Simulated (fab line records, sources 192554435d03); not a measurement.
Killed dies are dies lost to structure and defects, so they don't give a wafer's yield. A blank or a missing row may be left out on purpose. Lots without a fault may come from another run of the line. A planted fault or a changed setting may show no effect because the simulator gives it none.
fab line records | flow n5_finfet
record lots=11 wafers=33 last_day=19
route steps=1938 shown FIN_CUT@174 STI_FIN_REVEAL@184 PASSIVATION@1936
lots that met no fault: from a run of the same line without faults
start_h: hours from the record's first day to the start of the lot's first wafer shown | wait_h: hours since the lot's step before | " the same as in the row above | L1.1+2: a row that stands for several wafers | - no value, or no start given | * or withheld: withheld | < > ~ a bound
route shown NAME@n: a module of which the file shows steps, and the number in the route of the first | usual: mean/standard deviation of fault-free wafers | same: alike in all rows | chamber/n: place in a boat | sites: the reading at each site | _std_site: their standard deviation | _edge_site: outer sites' mean less inner sites' | radius_mm: how far each site lies from the wafer's centre | mask NAME#n: copy n | behind: the tool/chamber that last shaped the wafer | hold: why the lot was held/for how many hours/how that ended | device: the transistor (n, p or np) that didn't switch | end of line: the same wafers' tests at the end of the route | a step without rows: its recipe alone | killed: dies lost to structure and defects at the first sort, not the wafer's yield | map: a wafer's dies, x killed, . not, _ none there
set.NAME: the setting as run; set.NAME@STEP: as run at that earlier step | model.NAME: the simulator's own value behind a step, which no gauge read
steps of the route over a sample of lots; a table a step, a row a wafer
services: from which hour (start_h, from the record's first day; less than 0 if before it) a tool's chamber was out of use, for how many hours, and why
## steps
# step N5_FIN_CUT_CUT_ETCH_27
# recipe chemistry=CHF3/O2 target=SiO2 target_depth_a=40 mask_material=SOC overetch_a=20 time_s=4.9 pressure_mtorr=30 source_w=650 bias_w=170 Ar_flow_sccm=200 CHF3_flow_sccm=50 O2_flow_sccm=5 ion_energy_ev=200
# usual drypump_motor_current_A=5.5/0.5 oes_product_au=0.62/0.065 rf_vpp_V=525/7.5 showerhead_plenum_p_Torr=2.43/0.099 throttle_valve_pct=18.93/0.26
# columns lot.wafer tool chamber start_h wait_h drypump_motor_current_A oes_product_au rf_hours_counter_h rf_vpp_V showerhead_plenum_p_Torr throttle_valve_pct
L212.1 rie_diel-05 2 28.33 0.0 5.0 0.56 228 525 2.28 19.25
L212.3 " 3 " " 6.1 0.55 241 526 2.37 18.78
L212.5 " 2 " " 5.0 0.55 - 524 2.28 19.22
L213.2 rie_diel-05 1 33.38 0.0 5.6 0.73 12 530 2.57 18.92
L213.4 " 3 " " 6.1 0.55 242 526 2.37 18.77
L213.6 " 2 " " 5.0 0.55 - 525 2.28 19.21
L216.2 rie_diel-04 2 51.25 0.0 5.1 0.59 159 513 2.31 18.81
L216.4 " 0 " " 5.3 0.61 115 535 2.42 18.51
L216.6 " 0 " " 5.3 0.61 - 535 2.42 18.50
L217.2 rie_diel-04 2 58.61 0.0 5.1 0.58 162 513 2.31 18.84
L217.3 " 0 " " 5.3 0.61 117 533 2.42 18.53
L217.5 " 1 " " 4.9 0.61 - 531 2.52 19.19
L218.1 rie_diel-03 2 64.30 0.0 6.2 0.57 198 538 2.48 18.83
L218.3 " 1 " " 6.0 0.59 127 519 2.41 18.92
L218.5 " 1 " " 6.0 0.59 - 519 2.41 18.92
L220.1 rie_diel-05 1 74.79 0.0 5.6 0.70 25 529 2.56 18.95
L220.4 " 3 " " 6.2 0.78 0 525 2.36 18.43
L220.5 " 1 " " 5.6 0.70 - 529 2.56 18.92
L223.2 rie_diel-03 1 94.16 0.0 6.0 0.59 131 518 2.41 18.93
L223.5 " 0 " " 4.9 0.62 - 524 2.32 19.03
L223.6 " 3 " " 6.3 0.55 - 516 2.40 19.43
L224.1 rie_diel-04 0 102.59 0.0 5.3 0.60 129 536 2.41 18.53
L224.3 " 1 " " 4.9 0.60 137 532 2.52 19.22
L224.5 " 2 " " 5.1 0.57 - 513 2.31 18.85
L231.2 rie_diel-03 0 141.45 0.0 4.9 0.62 145 525 2.31 19.06
L231.3 " 1 " " 6.0 0.59 144 518 2.40 18.95
L231.4 " 3 " " 6.3 0.55 246 516 2.39 19.46
L234.1 rie_diel-05 1 160.91 0.0 5.6 0.66 51 531 2.55 18.99
L234.2 " 0 " " 5.8 0.67 60 518 2.54 18.71
L234.5 " 1 " " 5.6 0.67 - 529 2.55 18.98
L235.3 rie_diel-05 3 167.58 0.0 6.1 0.70 29 526 2.35 18.47
L235.4 " 2 " " 5.0 0.75 13 535 2.56 18.87
L235.5 " 2 " " 5.0 0.75 - 532 2.56 18.89
# step N5_STI_FIN_REVEAL_ALD_14
# recipe material=Si3N4 target_thk_a=30 temp_c=400 ald_precursor_family=SiH2I2 ald_co_reactant=N2/H2-plasma pressure_torr=2
# usual heater_power_w=858/82
# columns lot.wafer tool chamber start_h wait_h heater_power_w
L212.1 ald_sin-03 1 28.85 0.0 811
L212.3 " 2 " " 894
L212.5 " 0 " " 879
L213.2 ald_sin-03 1 33.90 0.0 771
L213.4 " 3 " " 740
L213.6 " 0 " " 886
L216.2 ald_sin-01 0 53.93 0.0 883
L216.4 " 2 " " 948
L216.6 " 0 " " 880
L217.2 ald_sin-03 1 60.30 0.0 803
L217.3 " 2 " " 907
L217.5 " 1 " " 828
L218.1 ald_sin-01 0 64.81 0.0 901
L218.3 " 2 " " 972
L218.5 " 1 " " 1007
L220.1 ald_sin-03 3 75.33 0.0 744
L220.4 " 0 " " 897
L220.5 " 3 " " 737
L223.2 ald_sin-03 1 94.97 0.0 793
L223.5 " 0 " " 906
L223.6 " 3 " " 726
L224.1 ald_sin-04 2 104.31 0.0 934
L224.3 " 0 " " 875
L224.5 " 1 " " 859
L231.2 ald_sin-04 0 141.97 0.0 873
L231.3 " 1 " " 861
L231.4 " 3 " " 840
L234.1 ald_sin-04 2 161.44 0.0 916
L234.2 " 0 " " 847
L234.5 " 2 " " 944
L235.3 ald_sin-04 0 168.10 0.0 857
L235.4 " 3 " " 831
L235.5 " 0 " " 887
# step N5_STI_FIN_REVEAL_DENSIFY_30
# recipe temp_c=* time_s=* ambient=N2 idle_temp_c=600 ramp_up_c_per_s=150 ramp_down_c_per_s=60 cool_to_c=600
# usual lamp_power_pct=11.53/0.053 wafer_temp_C_max=*
# columns lot.wafer tool chamber start_h wait_h lamp_power_pct wafer_temp_C_max
L212.1 rtp_anneal-02 0 34.21 0.0 11.59 *
L212.3 " 0 " " 11.58 *
L212.5 " 0 " " 11.53 *
L213.2 rtp_anneal-01 0 39.47 0.1 11.54 *
L213.4 " 0 " " 11.55 *
L213.6 " 0 " " 11.46 *
L216.2 rtp_anneal-02 0 59.98 0.1 11.39 *
L216.4 " 0 " " 11.50 *
L216.6 " 0 " " 11.54 *
L217.2 rtp_anneal-02 0 66.69 0.1 11.52 *
L217.3 " 0 " " 11.53 *
L217.5 " 0 " " 11.50 *
L218.1 rtp_anneal-02 0 70.17 0.0 11.50 *
L218.3 " 0 " " 11.58 *
L218.5 " 0 " " 11.60 *
L220.1 rtp_anneal-01 0 80.71 0.0 11.45 *
L220.4 " 0 " " 11.60 *
L220.5 " 0 " " 11.55 *
L223.2 rtp_anneal-01 0 100.36 0.1 11.47 *
L223.5 " 0 " " 11.55 *
L223.6 " 0 " " 11.42 *
L224.1 rtp_anneal-02 0 109.67 0.0 11.55 *
L224.3 " 0 " " 11.55 *
L224.5 " 0 " " 11.55 *
L231.2 rtp_anneal-01 0 147.59 0.3 11.58 *
L231.3 " 0 " " 11.53 *
L231.4 " 0 " " 11.48 *
L234.1 rtp_anneal-02 0 166.89 0.0 11.61 *
L234.2 " 0 " " 11.59 *
L234.5 " 0 " " 11.60 *
L235.3 rtp_anneal-02 0 174.20 0.1 11.56 *
L235.4 " 0 " " 11.55 *
L235.5 " 0 " " 11.50 *
# step N5_STI_FIN_REVEAL_ETCH_34
# recipe chemistry=H2 mode=isotropic material=Si target=Si target_depth_a=9.7 temp_c=20 pressure_mtorr=4.5 icp_w=300 bias_w=0 h2_flow_sccm=7.5 he_flow_sccm=142.5
# usual drypump_motor_current_A=5.7/0.42 oes_product_au=1.004/0.019 throttle_valve_pct=25.7/0.55
# columns lot.wafer tool chamber start_h wait_h drypump_motor_current_A oes_product_au rf_hours_counter_h throttle_valve_pct
L212.1 rie_si-01 1 36.76 0.2 5.5 1.031 140 26.2
L212.3 " 2 " " 5.5 1.002 115 25.3
L212.5 " 1 " " 5.5 1.034 - 26.2
L213.2 rie_si-01 3 42.53 0.1 5.8 1.030 154 26.2
L213.4 " 2 " " 5.5 1.002 115 25.3
L213.6 " 2 " " 5.5 0.994 - 25.3
L216.2 rie_si-01 1 62.50 0.1 5.5 1.027 141 26.2
L216.4 " 3 " " 5.9 1.043 154 26.2
L216.6 " 0 " " 6.1 0.984 - 25.8
L217.2 rie_si-01 1 69.26 0.1 5.5 1.031 141 26.2
L217.3 " 3 " " 5.8 1.037 154 26.1
L217.5 " 0 " " 6.1 0.978 - 25.8
L218.1 rie_si-05 2 72.80 0.2 5.3 1.006 5 26.5
L218.3 " 1 " " 6.4 1.000 106 24.5
L218.5 " 3 " " 5.6 0.968 - 25.3
L220.1 rie_si-05 2 83.29 0.2 5.3 0.996 5 26.5
L220.4 " 1 " " 6.3 0.991 - 24.5
L220.5 " 2 " " 5.3 0.995 - 26.5
L223.2 rie_si-04 0 102.91 0.1 4.7 1.013 13 25.6
L223.5 " 3 " " 5.4 0.988 - 25.7
L223.6 " 2 " " 4.9 1.010 - 25.5
L224.1 rie_si-01 0 112.23 0.2 6.1 0.967 9 25.8
L224.3 " 1 " " 5.5 1.022 141 26.2
L224.5 " 0 " " 6.1 0.977 - 25.8
L231.2 rie_si-05 0 150.14 0.1 6.3 1.008 10 25.3
L231.3 " 1 " " 6.3 0.999 107 24.5
L231.4 " 2 " " 5.3 1.009 6 26.5
L234.1 rie_si-05 2 169.48 0.2 5.3 1.006 7 26.5
L234.2 " 0 " " 6.3 1.007 10 25.3
L234.5 " 1 " " 6.4 0.994 - 24.5
L235.3 rie_si-01 1 176.71 0.1 5.5 1.025 143 26.2
L235.4 " 0 " " 6.1 0.974 10 25.8
L235.5 " 3 " " 5.8 1.035 - 26.2
# step N5_STI_FIN_REVEAL_INSPECT_13
# recipe inspect_instrument=darkfield mode=post_clean
# usual raw_defect_count=11/4.5
# columns lot.wafer tool chamber start_h wait_h raw_defect_count
L212.1 defect_inspect-01 - 37.46 0.0 9
L212.3 " - " " 10
L212.5 " - " " 7
L213.2 defect_inspect-02 - 43.22 0.0 18
L213.4 " - " " 7
L213.6 " - " " 15
L216.2 defect_inspect-01 - 63.20 0.0 12
L216.4 " - " " 16
L216.6 " - " " 14
L217.2 defect_inspect-01 - 69.97 0.0 10
L217.3 " - " " 8
L217.5 " - " " 15
L218.1 defect_inspect-02 - 73.50 0.0 8
L218.3 " - " " 15
L218.5 " - " " 22
L220.1 defect_inspect-01 - 83.99 0.0 15
L220.4 " - " " 7
L220.5 " - " " 15
L223.2 defect_inspect-02 - 103.62 0.0 8
L223.5 " - " " 8
L223.6 " - " " 11
L224.1 defect_inspect-02 - 112.92 0.0 6
L224.3 " - " " 13
L224.5 " - " " 14
L231.2 defect_inspect-02 - 150.85 0.0 674
L231.3 " - " " 663
L231.4 " - " " 706
L234.1 defect_inspect-01 - 170.18 0.0 625
L234.2 " - " " 699
L234.5 " - " " 690
L235.3 defect_inspect-01 - 177.41 0.0 18
L235.4 " - " " 15
L235.5 " - " " 18
# step N5_PASSIVATION_PROBE_49
# usual killed_at_M0_to_M3=35/12 killed_at_M4_up=13/5.8 killed_at_contacts=12/5.5 killed_at_front_end=36/9.9 killed_at_other=4/3.7 killed_dies=101/18 killed_open=66/13 killed_short=33/8
# same gross_dies=1180 killed_at_back_side=0
# columns lot.wafer tool chamber start_h wait_h killed_at_M0_to_M3 killed_at_M4_up killed_at_contacts killed_at_front_end killed_at_other killed_dies killed_open killed_short
L231.2 prober-02 - 412.14 0.1 24 18 16 145 0 203 54 32
L231.3 prober-02 - 412.19 0.1 40 15 22 125 3 205 82 34
L231.4 prober-02 - 412.24 0.2 19 19 12 163 0 213 58 26
L234.1 prober-01 - 428.96 0.0 21 15 11 153 2 202 49 25
L234.2 prober-01 - 429.01 0.1 37 13 4 139 10 203 65 35
L234.5 prober-01 - 429.16 0.2 39 16 14 121 6 196 86 29
# killed by level:class
L231.2 STI_FIN_REVEAL:unspecified=111 MOL_CONTACT_COAG:geometric_particle:open=13 FIN_SAQP:geometric_particle:short=9 BEOL_M1:geometric_particle:open=9 GATE_CUT:geometric_particle:short=6 BEOL_M4:geometric_particle:open=5 BEOL_M4:geometric_particle:short=5 FIN_SAQP:geometric_particle:open=4
L231.3 STI_FIN_REVEAL:unspecified=85 MOL_CONTACT_COAG:geometric_particle:open=19 BEOL_M0_SAQP:geometric_particle:open=14 BEOL_M4:geometric_particle:open=10 FIN_SAQP:geometric_particle:open=6 STI_FIN_REVEAL:geometric_particle:open=6 DUMMY_GATE:geometric_particle:open=6 BEOL_M1:geometric_particle:open=6
L231.4 STI_FIN_REVEAL:unspecified=128 BEOL_M4:geometric_particle:open=11 STI_FIN_REVEAL:geometric_particle:open=10 FIN_SAQP:geometric_particle:short=7 MOL_CONTACT_COAG:geometric_particle:open=7 BEOL_M3:geometric_particle:open=7 MOL_CONTACT_COAG:geometric_particle:short=4 FIN_SAQP:geometric_particle:open=3
L234.1 STI_FIN_REVEAL:unspecified=127 MOL_CONTACT_COAG:geometric_particle:open=7 BEOL_M2:geometric_particle:open=6 BEOL_M4:geometric_particle:open=6 GATE_CUT:geometric_particle:short=5 STI_FIN_REVEAL:geometric_particle:open=4 MOL_CONTACT_COAG:geometric_particle:short=4 FIN_SAQP:geometric_particle:short=3
L234.2 STI_FIN_REVEAL:unspecified=103 STI_FIN_REVEAL:geometric_particle:open=12 BEOL_M0_SAQP:geometric_particle:short=11 BEOL_M1:geometric_particle:open=8 BEOL_M2:geometric_particle:open=8 BEOL_M4:geometric_particle:open=8 FIN_SAQP:geometric_particle:short=7 PASS1_CAP:geometric_particle:open=5
L234.5 STI_FIN_REVEAL:unspecified=79 FIN_SAQP:geometric_particle:open=14 MOL_CONTACT_COAG:geometric_particle:open=10 BEOL_M2:geometric_particle:open=10 BEOL_M1:geometric_particle:open=8 BEOL_M4:geometric_particle:open=7 DUMMY_GATE:geometric_particle:open=6 BEOL_M0_SAQP:geometric_particle:open=6
## services
# columns tool chamber start_h hours kind
ald_sin-04 0 7.78 - clean
rie_diel-03 - 20.48 2.8 pm
rie_diel-03 3 28.11 2.7 repair
rie_diel-05 1 46.73 4.1 repair
ald_sin-04 - 52.01 14.6 pm
rie_diel-05 3 56.25 - clean
rie_diel-05 3 56.25 - consumable_replace:focus_ring
rie_diel-05 3 56.25 17.2 scheduled_down
rie_diel-05 3 56.25 17.2 vent_cycle
rie_diel-03 1 70.57 13.5 repair
rie_diel-04 2 71.52 4.8 repair
ald_sin-03 2 85.31 13.8 repair
rie_si-01 3 91.94 6.1 repair
rie_diel-05 2 111.70 7.9 repair
ald_sin-04 - 115.57 6.1 pm
rie_diel-05 2 119.65 - clean
rie_diel-05 2 119.65 - consumable_replace:focus_ring
rie_diel-05 2 119.65 - consumable_replace:showerhead
rie_diel-05 2 119.65 15.2 scheduled_down
rie_diel-05 2 119.65 15.2 vent_cycle
rie_diel-05 - 147.63 0.9 repair
rie_diel-03 0 154.99 7.7 repair
rie_si-05 2 161.47 5.7 repair
rie_diel-04 - 174.46 15.6 pm
## key
first_sign step=N5_STI_FIN_REVEAL_INSPECT_13 reading=raw_defect_count direction=up sigmas=99+ usual=11 struck=676
effect step=N5_PASSIVATION_PROBE_49 reading=killed_at_front_end direction=up sigmas=11 usual=36 struck=141
more_kills_born_at N5_STI_FIN_REVEAL_ETCH_34@rie_si-05=633
met_at N5_STI_FIN_REVEAL_ETCH_34
struck_lots L231,L234
tester_left_out L231,L234
not_acting_at N5_FIN_CUT_CUT_ETCH_27,N5_STI_FIN_REVEAL_ALD_14,N5_STI_FIN_REVEAL_DENSIFY_30
onset_between 83.29 150.14
fault kind=chamber_particle_source tool=rie_si-05 chamber=- onset_h=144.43 steps=N5_STI_FIN_REVEAL_ETCH_34 rate_per_visit_cm2=0.99715 end_h=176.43
# tester_left_out: of these lots the tester's yield and bins aren't shown, on N5 and GAA mostly nor the transistor test; their killed dies are dies lost to structure and defects alone, not to doping, threshold or leakage, so they don't give the yield
